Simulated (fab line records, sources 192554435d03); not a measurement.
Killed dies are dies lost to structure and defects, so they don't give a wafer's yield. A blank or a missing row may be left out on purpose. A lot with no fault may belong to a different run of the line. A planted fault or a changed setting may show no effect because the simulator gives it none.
Split-lot experiment    flow n5Finfet    39 wafers read across 7 lots, on a route 1938 steps long

== SPLIT DETAILS ==
At N5_FIN_SAQP_SPACER1_ALD_24 (deposits SiO2, target thk 20.3 nm, pulse time 1 s, purge time 2 s), the setting aldCycles was moved away from the recipe's 218 on 15 of the 39 wafers read, by -56.9% to +53.2%. All remaining wafers had this setting at the recipe value.

== FROM THE SPLIT TO THE READING: what the file shows between them, 2 steps ==
- N5_FIN_SAQP_SPACER1_ETCHBACK_25: etches SiO2 in CHF3/O2, target depth 24.4 nm, time 12.2 s
- N5_FIN_SAQP_MANDREL1_REMOVE_56: chemistry HBr/Cl2/O2, target a-Si, stops on SiNx, bt time 10 s

== THE READING ==
cdNm (nm) at N5_FIN_SAQP_CD_MEAS_27, where the cd target is 20 nm. A value of 20.30 nm with a standard deviation of 0.25 nm is what fault-free wafers of this fab line usually give.

wafer   tool, chamber at the split  aldCycles as run  against the recipe  cdNm, nm  against lot-mates on the recipe
L076.1  aldSin-02, 1                94                -56.9%              8.88      -11.49
L076.2  aldSin-02, 3                218               recipe              20.56     -
L076.3  aldSin-02, 2,1              218               recipe              20.35     -
L076.4  aldSin-02, 0,2              94                -56.9%              8.92      -11.45
L076.5  aldSin-02, 0,2              94                -56.9%              8.34      -12.03
L076.6  aldSin-02, 2,1              218               recipe              20.20     -
L079.1  aldSin-04, 0,3              334               +53.2%              30.97     +10.78
L079.2  aldSin-04, 2,3              218               recipe              20.33     -
L079.3  aldSin-04, 1                334               +53.2%              31.21     +11.02
L079.4  aldSin-04, 0,3              334               +53.2%              31.06     +10.87
L079.5  aldSin-04, 2,3              218               recipe              19.88     -
L079.6  aldSin-04, 2                218               recipe              20.35     -
L083.1  aldSin-02, 3,3,2            218               recipe              20.45     -
L083.4  aldSin-02, 3,3,2            218               recipe              20.06     -
L083.6  aldSin-02, 3,3,2            218               recipe              20.45     -
L084.1  aldSin-02, 2                218               recipe              20.14     -
L084.2  aldSin-02, 3,1              114               -47.7%              10.24     -9.91
L084.3  aldSin-02, 3,1              114               -47.7%              10.48     -9.67
L084.4  aldSin-02, 2,3              218               recipe              20.15     -
L084.5  aldSin-02, 2,3              218               recipe              20.16     -
L084.6  aldSin-02, 1                114               -47.7%              10.44     -9.71
L091.1  aldSin-04, 0,1,3,0,1        218               recipe              20.70     -
L091.2  aldSin-04, 2                218               recipe              20.73     -
L091.3  aldSin-04, 0,1,3,0,1        218               recipe              20.74     -
L091.4  aldSin-04, 0,1,3,0,1        218               recipe              20.34     -
L091.5  aldSin-04, 0,1,3,0,1        218               recipe              20.53     -
L091.6  aldSin-04, 0,1,3,0,1        218               recipe              20.54     -
L094.1  aldSin-04, 2                280               +28.4%              26.10     +5.74
L094.2  aldSin-04, 0,0,2            218               recipe              20.32     -
L094.3  aldSin-04, 3                280               +28.4%              26.28     +5.92
L094.4  aldSin-04, 0,0,2            218               recipe              20.61     -
L094.5  aldSin-04, 3                280               +28.4%              25.97     +5.61
L094.6  aldSin-04, 0,0,2            218               recipe              20.15     -
L096.1  aldSin-02, 1,3,0            218               recipe              20.44     -
L096.2  aldSin-02, 3,2              334               +53.2%              31.40     +11.06
L096.3  aldSin-02, 3,2              334               +53.2%              31.28     +10.94
L096.4  aldSin-02, 0                334               +53.2%              31.32     +10.98
L096.5  aldSin-02, 1,3,0            218               recipe              20.18     -
L096.6  aldSin-02, 1,3,0            218               recipe              20.39     -
Rows listing several chambers each stand for several wafers; the file does not say which wafer went through which chamber.

THE FIT
A straight line over all 39 wafers: cdNm changes by +0.205 nm for each +1% of aldCycles; r = +1.00; the points scatter about the line by 0.21 nm.
The same after taking each lot's own level away (the mean of its wafers on the recipe; 39 wafers): +0.205 nm for each +1%; r = +1.00; scatter 0.16 nm.
That fit puts the effect of the largest move of aldCycles on the reading at 12 nm.
The span of the lots' own levels, 20.150 to 20.597 nm, comes to 1.8 times the standard deviation stated above.
The two slopes are in agreement: the lot-to-lot level therefore moves the slope only a little.
Check: for one of the wafers moved furthest among these (-56.9%), held out of the fit, the line's prediction against its lot-mates is -11.7 nm. Against them it came out at -11.5 nm.

== THE WHOLE CHAIN: every reading that the file lists as answering this split, in the file's order ==
step                            what it does                                                       reading                                                                                 change (the file's fit)                r (the file's)
N5_FIN_SAQP_SPACER1_ALD_24      deposits SiO2, target thk 20.3 nm, pulse time 1 s, purge time 2 s  SiO2_of_FIN_SAQP_SPACER1_ALD_24.thkNm (the simulator's own value, which no gauge read)  +0.203 nm for each +1% of the setting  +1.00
N5_FIN_SAQP_MANDREL1_REMOVE_56  chemistry HBr/Cl2/O2, target a-Si, stops on SiNx, bt time 10 s     FIN_SAQP.cdNm (the simulator's own value, which no gauge read)                          +0.204 nm for each +1% of the setting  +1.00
N5_FIN_SAQP_CD_MEAS_27          target cd 20 nm                                                    cdNm                                                                                    +0.205 nm for each +1% of the setting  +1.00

== FILE'S OWN FIT ==
cdNm changes by +0.205 nm for each +1% of aldCycles, r = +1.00.
